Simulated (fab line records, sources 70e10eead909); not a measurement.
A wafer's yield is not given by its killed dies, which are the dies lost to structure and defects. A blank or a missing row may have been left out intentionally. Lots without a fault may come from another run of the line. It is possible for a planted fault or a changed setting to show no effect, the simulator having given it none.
What tool caused it? | flow nand-harc | 11 lots, 33 wafers sampled, at 5 steps of a route of 1302

WHAT THE GAUGES SHOWED, per wafer
NHARC_END_SORT_01. Usual: killed-at-array 44, standard deviation 16; killed-at-other 0.6, standard deviation 1.1; killed-at-periphery 3.9, standard deviation 2.6; killed-dies 48, standard deviation 16; killed-open 3.1, standard deviation 1.9; killed-short 2.4, standard deviation 1.8.
lot  | measured     | on        | killed-at-array | killed-at-other | killed-at-periphery | killed-dies | killed-open | killed-short | flag
L263 | day 30 08:07 | prober-02 | 673 672 673     | 1 1 0           | 3 4 4               | 677 677 677 | 3 4 2       | 3 1 3        | OFF
L264 | day 30 08:06 | prober-01 | 668 671 674     | 1 0 0           | 8 6 3               | 677 677 677 | 3 2 0       | 2 1 0        | OFF

EACH LOT AND THE TOOL THAT RAN IT (in order: tool; ch and the chambers of the sampled wafers; start)
lot  | NHARC_A_CONTACT_ETCH_75            | NHARC_A_CONTACT_ETCH_124             | NHARC_A_CONTACT_ETCH_126             | NHARC_A_CONTACT_ETCH_97
L250 | rie-diel-04 ch 0,3, day 22 15:53   | har-cap-etch-02 ch 0,1, day 22 17:21 | har-cap-etch-02 ch 0,1, day 22 17:44 | rie-diel-04 ch 1,2,3, day 22 19:53
L251 | rie-diel-07 ch 0,1,3, day 23 04:23 | har-cap-etch-01 ch 0,1, day 23 05:56 | har-cap-etch-01 ch 0,1, day 23 06:19 | rie-diel-01 ch 0,3, day 23 08:41
L257 | rie-diel-04 ch 0,1,2, day 24 10:42 | har-cap-etch-01 ch 0,1, day 24 12:10 | har-cap-etch-01 ch 0,1, day 24 12:32 | rie-diel-04 ch 0,1,2, day 24 14:43
L258 | rie-diel-04 ch 0,1,3, day 25 14:40 | har-cap-etch-02 ch 0,1, day 25 16:14 | har-cap-etch-02 ch 0,1, day 25 16:44 | rie-diel-01 ch 0,1,2, day 25 19:38
L261 | rie-diel-01 ch 0,2, day 26 04:50   | har-cap-etch-03 ch 0,1, day 26 06:48 | har-cap-etch-03 ch 0,1, day 26 07:10 | rie-diel-04 ch 0,1,3, day 26 09:17
L263 | rie-diel-01 ch 0,1,3, day 27 20:58 | har-cap-etch-03 ch 0,1, day 27 22:27 | har-cap-etch-03 ch 0,1, day 27 22:49 | rie-diel-01 ch 0,2, day 28 00:58
L264 | rie-diel-04 ch 0,1,2, day 27 21:55 | har-cap-etch-01 ch 0,1, day 27 23:22 | har-cap-etch-01 ch 0,1, day 27 23:44 | rie-diel-01 ch 0,2,3, day 28 01:53
L266 | rie-diel-01 ch 0,1,2, day 29 00:28 | har-cap-etch-02 ch 0,1, day 29 02:00 | har-cap-etch-02 ch 0,1, day 29 02:30 | rie-diel-01 ch 0,2,3, day 29 05:08
L271 | rie-diel-01 ch 1,2,3, day 30 21:56 | har-cap-etch-03 ch 0,1, day 30 23:23 | har-cap-etch-03 ch 0,1, day 30 23:53 | rie-diel-01 ch 0,2,3, day 31 02:17
L270 | rie-diel-07 ch 0,1,3, day 31 18:21 | har-cap-etch-01 ch 0,1, day 31 19:49 | har-cap-etch-01 ch 0,1, day 31 20:12 | rie-diel-07 ch 0,3, day 31 22:29
L272 | rie-diel-01 ch 1,2, day 32 08:07   | har-cap-etch-02 ch 0,1, day 32 09:34 | har-cap-etch-02 ch 0,1, day 32 09:56 | rie-diel-01 ch 0,1,2, day 32 12:06
- NHARC_A_CONTACT_ETCH_75: etches the open film in CF4, target depth 39 nm, time 65 s.
- NHARC_A_CONTACT_ETCH_124: etches the open film in C4F8/O2/Ar, time 140 s, target depth 700 nm.
- NHARC_A_CONTACT_ETCH_126: etches the open film in C4F8/O2/Ar, time 197 s, target depth 1918 nm.
- NHARC_A_CONTACT_ETCH_97: etches the open film in C4F6/O2, target depth 20 nm, time 10 s.

AS READ BY THE TOOLS THEMSELVES (means over the sampled wafers that have a number; for cases with no such wafer, the mark the record gives instead)
NHARC_A_CONTACT_ETCH_75. Usual: bias-w 100.0 W, standard deviation 0.32; cf4-flow-sccm 150.0 sccm, standard deviation 0.49; drypump-motor-current-A 5.8 A, standard deviation 0.55; oes-product-au 1.004 a.u., standard deviation 0.0073; rf-vpp-V 151.2 V, standard deviation 1.2; showerhead-plenum-p-Torr 1.76 Torr, standard deviation 0.065; throttle-valve-pct 13.283 %, standard deviation 0.0092.
lot  | tool        | bias-w (W) | cf4-flow-sccm (sccm) | drypump-motor-current-A (A) | oes-product-au (a.u.) | rf-vpp-V (V) | showerhead-plenum-p-Torr (Torr) | throttle-valve-pct (%) | flag
L250 | rie-diel-04 | 99.8       | 150.1                | 5.1                         | 0.995                 | 152.4        | 1.85                            | 13.284                 |
L251 | rie-diel-07 | 99.8       | 150.0                | 6.1                         | 1.009                 | 150.6        | 1.76                            | 13.295                 |
L257 | rie-diel-04 | 100.1      | 150.1                | 5.1                         | 1.012                 | 150.4        | 1.75                            | 13.283                 |
L258 | rie-diel-04 | 99.7       | 150.5                | 5.2                         | 1.001                 | 150.2        | 1.77                            | 13.283                 |
L261 | rie-diel-01 | 100.3      | 149.9                | 6.1                         | 1.010                 | 151.0        | 1.81                            | 13.280                 |
L263 | rie-diel-01 | 99.8       | 150.0                | 5.8                         | 1.006                 | 150.5        | 1.74                            | 13.289                 |
L264 | rie-diel-04 | 99.9       | 150.1                | 5.1                         | 1.005                 | 151.0        | 1.74                            | 13.295                 |
L266 | rie-diel-01 | 100.1      | 150.0                | 5.9                         | 0.998                 | 151.1        | 1.79                            | 13.281                 |
L271 | rie-diel-01 | 99.6       | 150.0                | 5.5                         | 1.009                 | 151.1        | 1.76                            | 13.298                 |
L270 | rie-diel-07 | 100.1      | 150.2                | 6.1                         | 0.999                 | 151.0        | 1.74                            | 13.292                 |
L272 | rie-diel-01 | 100.2      | 150.5                | 5.5                         | 1.003                 | 152.6        | 1.80                            | 13.279                 |

NHARC_A_CONTACT_ETCH_124. Usual: chamber-pressure-mTorr 20.001 mTorr, standard deviation 0.019; oes-air-line-au 1.002 a.u., standard deviation 0.021.
lot  | tool            | chamber-pressure-mTorr (mTorr) | oes-air-line-au (a.u.) | flag
L250 | har-cap-etch-02 | 19.997                         | 1.002                  |
L251 | har-cap-etch-01 | 19.990                         | 0.995                  |
L257 | har-cap-etch-01 | 20.006                         | 1.002                  |
L258 | har-cap-etch-02 | 20.011                         | 0.999                  |
L261 | har-cap-etch-03 | 20.017                         | 1.011                  |
L263 | har-cap-etch-03 | 19.996                         | 0.969                  |
L264 | har-cap-etch-01 | 20.007                         | 0.981                  |
L266 | har-cap-etch-02 | 20.002                         | 0.996                  |
L271 | har-cap-etch-03 | 20.010                         | 1.026                  |
L270 | har-cap-etch-01 | 20.014                         | 1.006                  |
L272 | har-cap-etch-02 | 19.965                         | 1.016                  |

NHARC_A_CONTACT_ETCH_126. Usual: chamber-pressure-mTorr 20.000 mTorr, standard deviation 0.019; oes-air-line-au 0.999 a.u., standard deviation 0.019.
lot  | tool            | chamber-pressure-mTorr (mTorr) | oes-air-line-au (a.u.) | flag
L250 | har-cap-etch-02 | 20.001                         | 1.014                  |
L251 | har-cap-etch-01 | 20.026                         | 0.998                  |
L257 | har-cap-etch-01 | 20.012                         | 0.997                  |
L258 | har-cap-etch-02 | 19.990                         | 1.003                  |
L261 | har-cap-etch-03 | 19.999                         | 1.008                  |
L263 | har-cap-etch-03 | 20.001                         | 1.020                  |
L264 | har-cap-etch-01 | 19.996                         | 0.999                  |
L266 | har-cap-etch-02 | 20.003                         | 1.001                  |
L271 | har-cap-etch-03 | 19.994                         | 1.003                  |
L270 | har-cap-etch-01 | 19.992                         | 0.985                  |
L272 | har-cap-etch-02 | 19.997                         | 0.989                  |

NHARC_A_CONTACT_ETCH_97. Usual: bias-w 500.1 W, standard deviation 1.6; c4f6-flow-sccm 25.01 sccm, standard deviation 0.083; drypump-motor-current-A 5.8 A, standard deviation 0.51; oes-product-au 0.961 a.u., standard deviation 0.021; rf-vpp-V 546.4 V, standard deviation 2.9; showerhead-plenum-p-Torr 3.90 Torr, standard deviation 0.13; throttle-valve-pct 26.903 %, standard deviation 0.0093.
lot  | tool        | bias-w (W) | c4f6-flow-sccm (sccm) | drypump-motor-current-A (A) | oes-product-au (a.u.) | rf-vpp-V (V) | showerhead-plenum-p-Torr (Torr) | throttle-valve-pct (%) | flag
L250 | rie-diel-04 | 501.0      | 24.99                 | 5.6                         | 0.948                 | 546.0        | 3.82                            | 26.901                 |
L251 | rie-diel-01 | 500.1      | 24.91                 | 6.2                         | 1.003                 | 544.9        | 3.85                            | 26.902                 |
L257 | rie-diel-04 | 501.0      | 25.04                 | 5.1                         | 0.963                 | 546.9        | 3.87                            | 26.907                 |
L258 | rie-diel-01 | 498.7      | 24.98                 | 5.9                         | 0.963                 | 547.8        | 3.97                            | 26.912                 |
L261 | rie-diel-04 | 499.0      | 25.08                 | 5.3                         | 1.011                 | 546.9        | 3.92                            | 26.905                 |
L263 | rie-diel-01 | -          | -                     | -                           | -                     | -            | -                               | -                      | OFF
L264 | rie-diel-01 | -          | -                     | -                           | -                     | -            | -                               | -                      | OFF
L266 | rie-diel-01 | 498.8      | 25.05                 | 6.0                         | 0.945                 | 545.3        | 3.89                            | 26.912                 |
L271 | rie-diel-01 | 499.6      | 25.01                 | 6.0                         | 0.969                 | 546.6        | 3.88                            | 26.900                 |
L270 | rie-diel-07 | 498.8      | 24.99                 | 6.2                         | 0.956                 | 545.4        | 3.84                            | 26.908                 |
L272 | rie-diel-01 | 499.6      | 25.01                 | 5.9                         | 0.955                 | 548.8        | 3.96                            | 26.902                 |

THE ANSWER, worked out from the rows above alone
Rule: a lot is off if the mean of its wafers that have a number lies more than 3 standard deviations from the usual mean. Also off: a lot with no number at a reading for which 4 or more lots have one. The other lots that the step has rows for count as sound. Order of review: gauges by route order, followed by the tools' own readings, for which a lot's mean as printed above is used. At the first step where some lot is off, the reading lying furthest off is the one used; lots without a number count as furthest.
Off: L263, L264, at NHARC_END_SORT_01 (killed-dies). Neither off nor sound, because the step has no rows for them: L250, L251, L257, L258, L261, L266, L271, L270, L272.
A tool fits if, at a process step before that reading, it ran every lot that is off, and no sound lot after the first of them. Not tried: the gauges at NHARC_END_SORT_01; whatever is off there is also off at NHARC_A_CONTACT_ETCH_97, on other tools, and gauge error can't account for it. One fits: rie-diel-01 at NHARC_A_CONTACT_ETCH_97. It ran no sound lot before its first lot that is off in this sample, so the start can't be narrowed down.

WHAT WAS PUT IN BY THE SIMULATOR
Whole step skipped at NHARC_A_CONTACT_ETCH_97 on rie-diel-01, starting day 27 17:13. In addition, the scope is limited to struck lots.
Lots struck among those shown: L264, L263. The same result came from the rule above.
